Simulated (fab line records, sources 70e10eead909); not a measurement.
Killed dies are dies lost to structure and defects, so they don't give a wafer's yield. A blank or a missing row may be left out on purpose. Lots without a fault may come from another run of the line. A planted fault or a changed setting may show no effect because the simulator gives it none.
Chamber matching | flow nand_harc | NHARC_A_STAIRCASE_DESCUM_312 on rie_diel-01: 4 sister chambers
The step chemistry O2, time 3 s. 27 wafers are shown with their chamber, then 12 later ones without.

WAFERS WITH THEIR CHAMBER
wafer  | chamber | showerhead_plenum_p_Torr (Torr) | throttle_valve_pct (%) | oes_product_au (a.u.)
L075.2 | 3       | 2.04                            | 11.325                 | 0.993
L075.4 | 1       | 1.93                            | 11.297                 | 1.000
L075.5 | 3       | 2.04                            | 11.306                 | 0.991
L075.1 | 2       | 1.89                            | 11.312                 | 0.992
L075.3 | 0       | 2.06                            | 11.308                 | 0.992
L075.6 | 0       | 2.06                            | 11.308                 | 0.993
L077.3 | 2       | 1.89                            | 11.299                 | 0.993
L077.4 | 3       | 2.04                            | 11.309                 | 0.992
L077.5 | 1       | 1.93                            | 11.299                 | 0.987
L083.2 | 3       | 2.03                            | 11.295                 | 0.990
L083.3 | 2       | 1.88                            | 11.308                 | 0.992
L083.6 | 0       | 2.05                            | 11.316                 | 0.997
L083.1 | 0       | 2.05                            | 11.307                 | 1.004
L083.4 | 3       | 2.03                            | 11.299                 | 0.993
L083.5 | 2       | 1.88                            | 11.306                 | 0.986
L082.2 | 3       | 2.03                            | 11.307                 | 0.987
L082.4 | 3       | 2.03                            | 11.308                 | 0.983
L082.5 | 0       | 2.05                            | 11.307                 | 1.006
L086.2 | 2       | 1.88                            | 11.315                 | 0.994
L086.5 | 3       | 2.03                            | 11.302                 | 0.992
L086.6 | 0       | 2.05                            | 11.305                 | 1.012
L086.1 | 0       | 2.05                            | 11.304                 | 1.000
L086.3 | 3       | 2.03                            | 11.300                 | 0.993
L086.4 | 2       | 1.88                            | 11.311                 | 1.006
L088.1 | 3       | 2.02                            | 11.300                 | 0.990
L088.3 | 0       | 2.04                            | 11.304                 | 0.992
L088.6 | 2       | 1.88                            | 11.316                 | 1.000

SIGNATURES (means of the wafers above)
reading                  | chamber 0 | chamber 1 | chamber 2 | chamber 3 | scatter within a chamber
showerhead_plenum_p_Torr | 2.0513    | 1.9300    | 1.8829    | 2.0320    | 0.00586
throttle_valve_pct       | 11.30738  | 11.29800  | 11.30957  | 11.30510  | 0.00638
oes_product_au           | 0.99950   | 0.99350   | 0.99471   | 0.99040   | 0.00592
Rule: a wafer's distance from a chamber is the root of the sum, over the readings, of the square of ((its reading less the chamber's mean) divided by the reading's scatter). The wafer belongs to the nearest chamber; if the next one is less than 2 further off, it can't be placed. The scatter: the root of (the sum of the squares of (reading less its chamber's mean) over the shown wafers, divided by (wafers less chambers)).

WAFERS WITHOUT THEIR CHAMBER
wafer  | showerhead_plenum_p_Torr (Torr) | throttle_valve_pct (%) | oes_product_au (a.u.)
L089.1 | 1.88                            | 11.320                 | 1.000
L089.4 | 1.92                            | 11.308                 | 0.995
L089.5 | 2.02                            | 11.313                 | 0.992
L089.2 | 2.04                            | 11.311                 | 1.007
L089.3 | 2.02                            | 11.295                 | 1.005
L089.6 | 1.88                            | 11.307                 | 1.007
L095.2 | 1.87                            | 11.322                 | 0.985
L095.4 | 2.03                            | 11.325                 | 0.989
L095.5 | 2.03                            | 11.322                 | 0.993
L097.2 | 1.87                            | 11.305                 | 0.988
L097.3 | 2.02                            | 11.313                 | 1.007
L097.6 | 1.87                            | 11.320                 | 0.988

WHICH CHAMBER EACH WENT THROUGH
wafer  | from the rows above     | in truth
L089.1 | 2                       | 2
L089.4 | 1                       | 1
L089.5 | 3                       | 3
L089.2 | can't be placed: 0 or 3 | 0
L089.3 | 3                       | 3
L089.6 | 2                       | 2
L095.2 | 2                       | 2
L095.4 | can't be placed: 3 or 0 | 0
L095.5 | can't be placed: 3 or 0 | 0
L097.2 | 2                       | 2
L097.3 | can't be placed: 3 or 0 | 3
L097.6 | 2                       | 2
Placed correctly: 8 of 12. Can't be placed from these rows: 4 (the true chamber is among the candidates in 4). Placed wrongly: 0.
